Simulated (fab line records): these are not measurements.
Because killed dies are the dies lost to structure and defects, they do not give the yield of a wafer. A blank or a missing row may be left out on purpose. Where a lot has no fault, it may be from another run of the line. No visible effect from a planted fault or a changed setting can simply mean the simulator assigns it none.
fab line records	flow nandHarc
record lots=7	wafers=20	lastDay=33
route steps=1302 shown A_DECK1_JOINT@530 END@1302
lots untouched by any fault: they come from a run of this same line in which no faults occurred
startH: start of the lot's first displayed wafer, in hours after the record's first day	waitH: time in hours since the lot's previous step	" unchanged from the row above	L1.1+2: a row that stands for several wafers	- no value, or no start was given	* or withheld: withheld	< > ~ a bound
route shown NAME@n: NAME is a module with steps in the file, n the number in the route of the first one	usual: mean and standard deviation over wafers with no fault	same: alike in all rows	chamber/n: place in a boat	sites: readings site by site	_std_site: standard deviation of those values	_edge_site: outer sites' mean less inner sites'	radiusMm: how far each site lies from the wafer's centre	mask NAME#n: copy n	behind: the tool/chamber that last shaped the wafer	hold: the reason the lot was held/the length of the hold in hours/how it ended	device: whichever transistor did not switch (one of n, p or np)	end of line: at the end of the route, the tests of the same wafers	where a step has no rows: the recipe by itself	killed: dies lost to structure and defects at the first sort, not the wafer's yield	map: per-die view of a wafer (x killed, . not killed, _ where there is no die)
set.NAME: the setting the step ran with; set.NAME@STEP: the setting that earlier step ran with	model.NAME: the simulator's own value behind a step, which no gauge read
a table for each step, a row for each wafer; lots at some steps of the route
services: from which hour (startH, from the record's first day; less than 0 if before it) a tool's chamber was out of use, for how many hours, and why
## steps
# step NHARC_A_DECK1_JOINT_ETCHBACK_00
# recipe targetDepthA=300	timeS=17.4	hbrFlowSccm=150	rfW=350	icpW=350	biasW=60	chemistry=HBr
# usual chamberPressureMTorr=15.001/0.014	drypumpMotorCurrentA=5.7/0.36	oesProductAu=1.001/0.0075	throttleValvePct=23.265/0.0087
lot.wafer	tool	chamber	startH	waitH	chamberPressureMTorr	drypumpMotorCurrentA	oesProductAu	rfHoursCounterH	throttleValvePct
L714.2	rieSi-05	0	248.07	0.1	14.994	5.5	1.006	0.6	23.275
L714.1	"	2	"	"	14.981	6.1	0.991	0.7	23.265
L714.6	"	1	"	"	14.999	6.1	1.008	-	23.268
L713.2	rieSi-05	3	262.98	0.1	15.019	6.5	1.008	0.8	23.263
L713.1	"	0	"	"	14.990	5.5	1.011	0.7	23.272
L713.5	"	2	"	"	14.981	6.0	0.997	-	23.255
L722.2	rieSi-03	0	348.92	0.1	15.020	5.3	1.010	0.7	23.258
L722.4	"	2	"	"	14.998	5.5	1.010	0.6	23.268
L723.3	rieSi-02	2	353.02	0.1	15.004	5.7	1.007	0.4	23.269
L723.1	"	3	"	"	15.015	6.0	1.001	0.5	23.258
L723.2	"	1	"	"	14.999	5.4	1.000	0.4	23.254
L724.2	rieSi-05	0	365.13	0.1	14.979	5.5	1.001	0.3	23.247
L724.4	"	3	"	"	14.986	6.4	1.003	0.4	23.270
L724.6	"	1	"	"	14.989	6.1	1.001	-	23.262
L733.4	rieSi-03	0	451.43	0.1	14.983	5.3	1.010	0.2	23.257
L733.1	"	1	"	"	15.008	5.4	1.003	0.3	23.264
L733.5	"	0	"	"	14.987	5.3	1.005	-	23.271
L735.4	rieSi-02	2	466.08	0.1	15.000	5.7	1.011	0	23.265
L735.6	"	2	"	"	15.037	5.7	1.000	-	23.260
L735.5	"	3	"	"	15.006	6.0	1.004	-	23.273
# step NHARC_A_DECK1_JOINT_PRECLEAN_30
# recipe timeS=*	tempC=50	bathAgeMin=0	chemistry=SC1
# step NHARC_A_DECK1_JOINT_SRD_31
# step NHARC_A_DECK1_JOINT_CVD_34
# recipe targetThkA=200	tempC=700	pressureMtorr=300	material=SiNx
# step NHARC_A_DECK1_JOINT_DEP_06
# recipe targetThkA=800	tempC=65	material=SiOx
# step NHARC_A_DECK1_JOINT_CURE_26
# recipe tempC=150	timeS=32	pressureAtm=0.395
# step NHARC_A_DECK1_JOINT_ANNEAL_27
# recipe tempC=400	timeS=3600	idleTempC=300	rampUpCPerMin=10	densificationPH2oTorr=640
# step NHARC_A_DECK1_JOINT_ANNEAL_28
# recipe tempC=500	timeS=1800	idleTempC=400	rampUpCPerMin=10	densificationPH2oTorr=640
# step NHARC_A_DECK1_JOINT_ANNEAL_29
# recipe tempC=750	timeS=1800	idleTempC=500	rampUpCPerMin=10	rampDownCPerMin=3
# step NHARC_A_DECK1_JOINT_CMP_02
# recipe material=SiOx
# usual motorCurrentA=12.1/1.3	padLifeWafers=179/110
lot.wafer	tool	chamber	startH	waitH	motorCurrentA	padLifeWafers
L714.1	cmp-02	1	269.40	0.4	11.1	114
L714.2	"	0	"	"	10.8	117
L714.6	"	2	"	"	13.3	-
L713.2	cmp-03	1	288.71	0.4	10.9	78
L713.1	"	2	"	"	12.0	79
L713.5	"	2	"	"	12.6	-
L722.4	cmp-01	0	371.99	0.4	10.1	350
L722.2	"	1	"	"	14.4	351
L723.2	cmp-03	2	379.13	0.4	12.2	43
L723.1	"	3	"	"	11.6	44
L723.3	"	0	"	"	11.7	45
L724.2	cmp-01	3	391.09	0.4	13.4	18
L724.4	"	0	"	"	10.6	19
L724.6	"	0	"	"	10.4	-
L733.1	cmp-01	0	474.47	0.4	10.1	396
L733.4	"	2	"	"	14.3	398
L733.5	"	0	"	"	10.8	-
L735.4	cmp-03	1	496.07	0.4	10.3	132
L735.6	"	1	"	"	11.2	-
L735.5	"	2	"	"	11.6	-
# step NHARC_A_DECK1_JOINT_SRD_15
# step NHARC_A_DECK1_JOINT_DEP_16
# recipe targetThkA=450	tempC=400	pressureTorr=6.5	rfW=900	teosFlowSccm=161.4	flowSccm=2650	targetThkNm=45	gas=O2	material=SiO2
# usual heaterPowerW=583/120	showerheadVppV=1794/68	throttleValvePct=15.6/0.34
lot.wafer	tool	chamber	startH	waitH	heaterPowerW	showerheadVppV	throttleValvePct
L714.1	pecvd-01	1	269.82	0.1	598	1691	15.6
L714.2	"	2	"	"	487	1774	15.3
L714.6	"	0	"	"	477	1711	16.0
L713.1	pecvd-04	2	289.11	0.1	614	1802	15.3
L713.2	"	1	"	"	580	1772	16.1
L713.5	"	0	"	"	784	1911	15.4
L722.2	pecvd-01	1	372.39	0.1	723	1765	15.5
L722.4	"	2	"	"	396	1768	15.5
L723.2	pecvd-01	1	379.49	0.1	672	1767	15.5
L723.1	"	2	"	"	463	1744	15.4
L723.3	"	1	"	"	678	1726	15.7
L724.2	pecvd-01	1	391.53	0.1	566	1725	15.5
L724.6	"	2	"	"	399	1758	15.6
L724.4	"	1	"	"	570	1747	15.5
L733.1	pecvd-02	1	474.88	0.1	699	1882	15.8
L733.5	"	1	"	"	712	1895	16.3
L733.4	"	2	"	"	452	1917	15.1
L735.6	pecvd-04	0	496.55	0.2	836	1870	15.3
L735.4	"	1	"	"	622	1745	15.6
L735.5	"	2	"	"	618	1786	15.0
# step NHARC_A_DECK1_JOINT_THK_MEAS_17
# recipe thkMeasGauge=ellipsometry
# usual thkNm=45.2/1.2
lot.wafer	tool	chamber	startH	waitH	thkNm
L714.1	filmMetro-01	-	270.07	0.2	44.3
L714.2	"	-	"	"	45.3
L714.6	"	-	"	"	44.3
L713.1	filmMetro-02	-	289.39	0.3	43.4
L713.2	"	-	"	"	44.1
L713.5	"	-	"	"	46.3
L722.2	filmMetro-02	-	372.62	0.2	28.1
L722.4	"	-	"	"	44.8
L723.1	filmMetro-01	-	379.86	0.3	44.5
L723.2	"	-	"	"	28.2
L723.3	"	-	"	"	26.4
L724.2	filmMetro-01	-	391.76	0.2	29.6
L724.4	"	-	"	"	46.9
L724.6	"	-	"	"	44.0
L733.1	filmMetro-01	-	475.16	0.3	45.5
L733.4	"	-	"	"	45.2
L733.5	"	-	"	"	45.0
L735.4	filmMetro-02	-	496.75	0.1	45.6
L735.5	"	-	"	"	45.3
L735.6	"	-	"	"	44.5
# step NHARC_A_DECK1_JOINT_INSPECT_05
# usual rawDefectCount=329/120
lot.wafer	tool	chamber	startH	waitH	rawDefectCount
L714.1	defectInspect-02	-	270.11	0.0	205
L714.2	"	-	"	"	246
L714.6	"	-	"	"	188
L713.1	defectInspect-01	-	289.42	0.0	237
L713.2	"	-	"	"	257
L713.5	"	-	"	"	287
L722.2	defectInspect-02	-	372.65	0.0	392
L722.4	"	-	"	"	267
L723.1	defectInspect-02	-	379.90	0.0	697
L723.2	"	-	"	"	435
L723.3	"	-	"	"	330
L724.2	defectInspect-02	-	391.79	0.0	469
L724.4	"	-	"	"	282
L724.6	"	-	"	"	274
L733.1	defectInspect-02	-	475.20	0.0	280
L733.4	"	-	"	"	308
L733.5	"	-	"	"	174
L735.4	defectInspect-02	-	496.78	0.0	250
L735.5	"	-	"	"	245
L735.6	"	-	"	"	156
# step NHARC_END_SORT_01
# recipe tempC=25
# usual killedAtArray=53/18	killedAtOther=0.9/1.3	killedAtPeriphery=4/3.1	killedDies=58/18	killedOpen=3.4/2	killedShort=2.5/1.8
# same grossDies=677
lot.wafer	tool	chamber	startH	waitH	killedAtArray	killedAtOther	killedAtPeriphery	killedDies	killedOpen	killedShort
L714.1	prober-01	0	556.33	2.5	25	1	6	32	0	0
L714.2	prober-01	0	557.14	2.8	53	2	11	66	2	1
L714.6	prober-01	0	560.35	4.0	28	0	3	31	3	1
L713.1	prober-02	0	574.67	2.5	46	0	3	49	0	2
L713.2	prober-02	0	575.48	2.8	59	0	2	61	5	2
L713.5	prober-02	0	577.90	3.7	57	1	2	60	5	5
L723.1	prober-01	0	681.51	2.5	47	1	3	51	2	2
L723.2	prober-01	0	682.31	2.8	41	0	3	44	2	0
L723.3	prober-01	0	683.11	3.1	54	0	3	57	1	3
L724.2	prober-01	0	690.31	2.8	45	0	6	51	6	4
L724.4	prober-01	0	691.91	3.4	38	0	1	39	1	4
L724.6	prober-01	0	693.52	4.0	34	1	4	39	4	6
L733.1	prober-01	0	771.47	2.5	63	0	3	66	7	5
L733.4	prober-01	0	773.93	3.5	65	3	4	72	2	2
L733.5	prober-01	0	774.75	3.8	56	2	5	63	4	0
L735.4	prober-02	0	781.59	3.4	58	0	5	63	6	1
L735.5	prober-02	0	782.39	3.7	59	0	2	61	1	5
L735.6	prober-02	0	783.19	4.0	64	0	2	66	2	2
# killed by level:class
L714.1 A_CHANNEL_HOLE_D2:chamberFilmFlake=20 P_GATE:chamberFilmFlake=4 P_STI:chamberFilmFlake=2 A_CONTACT:chamberFilmFlake=2 A_ZERO_WELL:chamberFilmFlake=1 A_STAIRCASE:chamberFilmFlake=1 A_WL_FILL:chamberFilmFlake=1 THIN_TSV:chamberFilmFlake=1
L714.2 A_CHANNEL_HOLE_D2:chamberFilmFlake=40 P_STI:chamberFilmFlake=5 P_GATE:chamberFilmFlake=5 A_CONTACT:chamberFilmFlake=4 A_ZERO_WELL:chamberFilmFlake=3 A_STAIRCASE:chamberFilmFlake=3 THIN_TSV:chamberFilmFlake=2 P_CONTACT:geometricParticle:open=1
L714.6 A_CHANNEL_HOLE_D2:chamberFilmFlake=16 P_ZERO_WELL:chamberFilmFlake=2 A_ZERO_WELL:chamberFilmFlake=2 A_CHANNEL_HOLE_D1:chamberFilmFlake=2 A_CONTACT:chamberFilmFlake=2 A_ONON_D1:geometricParticle:open=1 A_CHANNEL_FILL_D2:geometricParticle:short=1 A_WL_FILL:geometricParticle:open=1
L713.1 A_SLIT:chamberFilmFlake=18 A_CHANNEL_HOLE_D1:chamberFilmFlake=14 A_CHANNEL_HOLE_D2:chamberFilmFlake=6 A_BLC:chamberFilmFlake=3 P_M2:chamberFilmFlake=2 A_STAIRCASE:chamberFilmFlake=2 A_CHANNEL_FILL_D1:geometricParticle:short=1 A_CHANNEL_HOLE_D2:geometricParticle:short=1
L713.2 A_SLIT:chamberFilmFlake=23 A_CHANNEL_HOLE_D1:chamberFilmFlake=21 A_STAIRCASE:chamberFilmFlake=5 A_CHANNEL_FILL_D1:geometricParticle:open=3 A_CHANNEL_HOLE_D2:chamberFilmFlake=3 P_CONTACT:geometricParticle:short=1 A_ONON_D1:geometricParticle:open=1 A_CHANNEL_FILL_D1:geometricParticle:short=1
L713.5 A_SLIT:chamberFilmFlake=19 A_CHANNEL_HOLE_D1:chamberFilmFlake=15 A_CHANNEL_HOLE_D2:chamberFilmFlake=6 A_STAIRCASE:chamberFilmFlake=4 A_BLC:chamberFilmFlake=3 A_SOURCE_PLATE:geometricParticle:open=2 A_CHANNEL_FILL_D2:geometricParticle:short=2 P_CONTACT:geometricParticle:open=1
L723.1 A_SLIT:chamberFilmFlake=26 A_CHANNEL_HOLE_D2:chamberFilmFlake=11 A_CONTACT:chamberFilmFlake=4 A_CHANNEL_HOLE_D1:chamberFilmFlake=3 A_DECK1_JOINT:geometricParticle:open=1 A_CHANNEL_FILL_D2:geometricParticle:short=1 A_M0:geometricParticle:open=1 STARTING-WAFER:geometricParticle:short=1
L723.2 A_SLIT:chamberFilmFlake=18 A_CHANNEL_HOLE_D2:chamberFilmFlake=12 A_CHANNEL_HOLE_D1:chamberFilmFlake=5 A_CONTACT:chamberFilmFlake=5 P_M0:geometricParticle:open=1 A_ONON_D2:geometricParticle:open=1 P_STI:chamberFilmFlake=1 P_M1:chamberFilmFlake=1
L723.3 A_SLIT:chamberFilmFlake=23 A_CHANNEL_HOLE_D2:chamberFilmFlake=9 A_CONTACT:chamberFilmFlake=9 A_CHANNEL_FILL_D2:chamberFilmFlake=5 A_STAIRCASE:chamberFilmFlake=2 A_ONON_D1:geometricParticle:short=1 A_CHANNEL_FILL_D1:geometricParticle:short=1 A_DECK1_JOINT:geometricParticle:short=1
L724.2 A_CHANNEL_HOLE_D1:chamberFilmFlake=17 A_CONTACT:chamberFilmFlake=8 A_CHANNEL_FILL_D1:chamberFilmFlake=4 A_CHANNEL_FILL_D1:geometricParticle:open=3 A_DECK1_JOINT:chamberFilmFlake=3 P_GATE:chamberFilmFlake=2 P_CONTACT:chamberFilmFlake=2 A_ZERO_WELL:chamberFilmFlake=2
L724.4 A_CHANNEL_HOLE_D1:chamberFilmFlake=16 A_CONTACT:chamberFilmFlake=11 A_CHANNEL_FILL_D2:chamberFilmFlake=3 A_CHANNEL_FILL_D2:geometricParticle:short=2 A_CHANNEL_FILL_D1:chamberFilmFlake=2 A_STAIRCASE:chamberFilmFlake=2 P_CONTACT:geometricParticle:short=1 A_ONON_D2:geometricParticle:open=1
L724.6 A_CHANNEL_HOLE_D1:chamberFilmFlake=17 A_CHANNEL_FILL_D2:chamberFilmFlake=2 A_STAIRCASE:chamberFilmFlake=2 A_WL_FILL:chamberFilmFlake=2 A_CONTACT:chamberFilmFlake=2 P_M0:geometricParticle:short=1 P_M2:geometricParticle:open=1 A_ONON_D1:geometricParticle:short=1
L733.1 A_CHANNEL_HOLE_D2:chamberFilmFlake=20 A_CHANNEL_HOLE_D1:chamberFilmFlake=13 A_CONTACT:chamberFilmFlake=10 A_SLIT:chamberFilmFlake=4 A_CHANNEL_HOLE_D2:geometricParticle:short=2 A_CHANNEL_FILL_D2:geometricParticle:open=2 A_STAIRCASE:chamberFilmFlake=2 A_WL_FILL:chamberFilmFlake=2
L733.4 A_CHANNEL_HOLE_D2:chamberFilmFlake=24 A_CHANNEL_HOLE_D1:chamberFilmFlake=12 A_CONTACT:chamberFilmFlake=12 A_SLIT:chamberFilmFlake=10 P_GATE:chamberFilmFlake=3 THIN_TSV:chamberFilmFlake=3 A_ONON_D1:geometricParticle:short=1 A_CHANNEL_HOLE_D2:geometricParticle:open=1
L733.5 A_CHANNEL_HOLE_D2:chamberFilmFlake=27 A_CHANNEL_HOLE_D1:chamberFilmFlake=9 A_SLIT:chamberFilmFlake=8 A_CONTACT:chamberFilmFlake=5 P_GATE:chamberFilmFlake=3 A_ONON_D2:geometricParticle:open=2 A_STAIRCASE:chamberFilmFlake=2 P_CONTACT:geometricParticle:open=1
L735.4 A_CHANNEL_HOLE_D2:chamberFilmFlake=29 A_SLIT:chamberFilmFlake=18 P_STI:chamberFilmFlake=2 A_CHANNEL_HOLE_D1:unspecified=2 A_CONTACT:chamberFilmFlake=2 P_GATE:geometricParticle:open=1 P_CONTACT:geometricParticle:open=1 P_M0:geometricParticle:open=1
L735.5 A_CHANNEL_HOLE_D2:chamberFilmFlake=31 A_SLIT:chamberFilmFlake=20 A_WL_FILL:geometricParticle:short=2 A_ZERO_WELL:chamberFilmFlake=2 A_CONTACT:chamberFilmFlake=2 P_GATE:geometricParticle:open=1 P_M2:geometricParticle:short=1 A_ONON_D1:geometricParticle:short=1
L735.6 A_SLIT:chamberFilmFlake=31 A_CHANNEL_HOLE_D2:chamberFilmFlake=22 A_STAIRCASE:chamberFilmFlake=2 A_SOURCE_PLATE:geometricParticle:open=1 A_ONON_D1:geometricParticle:open=1 A_SGD_CUT:geometricParticle:short=1 A_WL_FILL:geometricParticle:short=1 P_STI:chamberFilmFlake=1
## services
tool	chamber	startH	hours	kind
cmp-01	-	224.47	1.6	repair
pecvd-04	-	244.96	1.6	repair
cmp-01	-	245.51	3.0	repair
cmp-03	-	261.02	4.0	pm
pecvd-04	-	269.40	13.0	pm
rieSi-02	-	277.00	9.0	pm
cmp-01	-	283.50	4.0	pm
cmp-01	-	302.01	3.2	repair
rieSi-05	-	305.00	9.0	pm
pecvd-01	-	311.15	13.0	pm
pecvd-01	-	329.37	1.4	repair
pecvd-04	1	351.39	2.8	repair
cmp-03	-	355.13	1.5	repair
cmp-03	-	359.02	4.0	pm
pecvd-01	0	379.19	1.7	repair
cmp-01	-	381.50	4.0	pm
rieSi-05	2	410.25	12.0	repair
pecvd-04	1	413.22	5.2	repair
pecvd-04	-	450.40	13.0	pm
rieSi-02	-	454.00	9.0	pm
cmp-03	-	457.02	4.0	pm
cmp-01	-	479.50	4.0	pm
rieSi-05	-	482.00	9.0	pm
pecvd-01	-	492.15	13.0	pm
## key
firstSign step=NHARC_A_DECK1_JOINT_THK_MEAS_17	reading=thkNm	direction=down	sigmas=15	usual=45.2	struck=28.1
effect none on later readings
metAt NHARC_A_DECK1_JOINT_DEP_16
struckWafers L722.2,L723.2,L723.3,L724.2
sortLeftOut L722.2
testerLeftOut L722,L723,L724
onsetBetween 269.82 372.39
fault kind=processParameterDrift	tool=pecvd-01	chamber=-	onsetH=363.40	steps=NHARC_A_DECK1_JOINT_DEP_16	channel=targetThkNm	offset=-17.139	shape=step	endH=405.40	scope=struckWafersOnly	actsIn=theseRecipesOnly	stated=45
# testerLeftOut: of these lots the tester's yield and bins aren't shown, on N5 and GAA mostly nor the transistor test; their killed dies are dies lost to structure and defects alone, not to doping, threshold or leakage, so they don't give the yield
# sortLeftOut: the simulated sort isn't trusted on such a fault, so these wafers' sort isn't shown, and their yield isn't known
